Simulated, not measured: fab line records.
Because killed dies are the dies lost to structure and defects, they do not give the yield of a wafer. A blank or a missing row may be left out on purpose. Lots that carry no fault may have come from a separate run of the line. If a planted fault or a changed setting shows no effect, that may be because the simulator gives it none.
A lot that was struck, set against a sound lot ; flow nandHarc ; 18 steps out of a route of 1159
Sound: the wafers L581.1, L581.3, L581.6. Wafers L587.1, L587.3, L587.6 were the ones struck. The cause is given at the end.
At each step with rows: each side's tool, then ch and its chambers, then its first start. Under that, the readings that differ: sound wafers ; struck wafers ; difference of the means ; sigmas: that difference in standard deviations of wafers without a fault.
alike: readings with means less than 2 such deviations apart, plus words and numbers identical on both sides. not compared: withheld readings, readings lacking a value on some wafer, bounds such as >300 that could conceal the same value, and numbers that have no deviation in the record and whose values overlap.
A row with sigmas, a row that says differs or no value, or rows on one side alone: a step with any of these is where the two part. When numbers do not overlap yet have no deviation, they are printed without sigmas and do not part them. A reading that every wafer of one side lacks parts them only if that side has two wafers or more.

first, 2 steps without rows for these wafers: NHARC_P_STI_SRD_39; NHARC_P_STI_OXIDE_40 (material SiO2, target thk 10 nm, ox time 1362 s).
NHARC_P_STI_INSPECT_25:
  struck on defectInspect-01, day 5 09:44; sound on defectInspect-01, day 3 21:41
  alike: rawDefectCount
then, 9 steps without rows for these wafers: NHARC_P_GATE_ETCH_69 (etches SiO2 in dHF, target depth 14 nm); NHARC_P_GATE_PRECLEAN_70 (cleans in SC1); NHARC_P_GATE_SRD_01; NHARC_P_GATE_OXIDE_02 (material SiO2, target thk 37.5 nm, ox time 365 s); NHARC_P_GATE_DEHYDRATE_03 (time 120 s); NHARC_P_GATE_HMDS_04 (time 30 s); NHARC_P_GATE_COAT_05; NHARC_P_GATE_SOFTBAKE_06 (time 95 s); NHARC_P_GATE_EBR_07.
NHARC_P_GATE_EXPOSE_08: exposes mask P HV.
  sound on krfScanner-02 ch 0, day 4 05:32; struck on krfScanner-02 ch 0, day 5 17:52
reading;sound;struck;difference;sigmas
mask;P_HV#0 P_HV#0 P_HV#0;P_HVPW#0 P_HVPW#0 P_HVPW#0;differs;
then, 2 steps without rows for these wafers: NHARC_P_GATE_PEB_09 (peb time 85 s); NHARC_P_GATE_DEVELOP_10 (time 70 s).
NHARC_P_GATE_CD_MEAS_11 targets a cd of 1640 nm.
  sound on cdSem-01 ch 0, day 4 05:41; struck on cdSem-03 ch 0, day 5 18:02
reading;sound;struck;difference;sigmas
cdNm (nm);1642.2 1640.3 1641.1;- - -;no value on the struck wafers;
then, 1 step without rows for these wafers: NHARC_P_GATE_HARDBAKE_12 (time 80 s).
-- jump in the record: it breaks off in module P_GATE and resumes in module END (first step shown: number 1159 of the route), and 15 days separate the struck wafers' starts before and after --
NHARC_END_SORT_01:
  sound on prober-01 ch 0, day 20 08:37; struck on prober-02 ch 0, day 21 00:20
reading;sound;struck;difference;sigmas
hold;- - -;awaitDispo/1.4h/scrap awaitDispo/1.4h/scrap awaitDispo/1.4h/scrap;no value on the sound wafers;
killedAtPeriphery;5 5 0;668 668 661;+662;+99 or more
killedDies;21 28 21;677 677 677;+654;+73
  alike: killedAtArray, killedAtOther, killedOpen, killedShort

WHERE THEY PART
First at NHARC_P_GATE_EXPOSE_08; last, within this record, at NHARC_END_SORT_01.

WHY: whatever the simulator had introduced
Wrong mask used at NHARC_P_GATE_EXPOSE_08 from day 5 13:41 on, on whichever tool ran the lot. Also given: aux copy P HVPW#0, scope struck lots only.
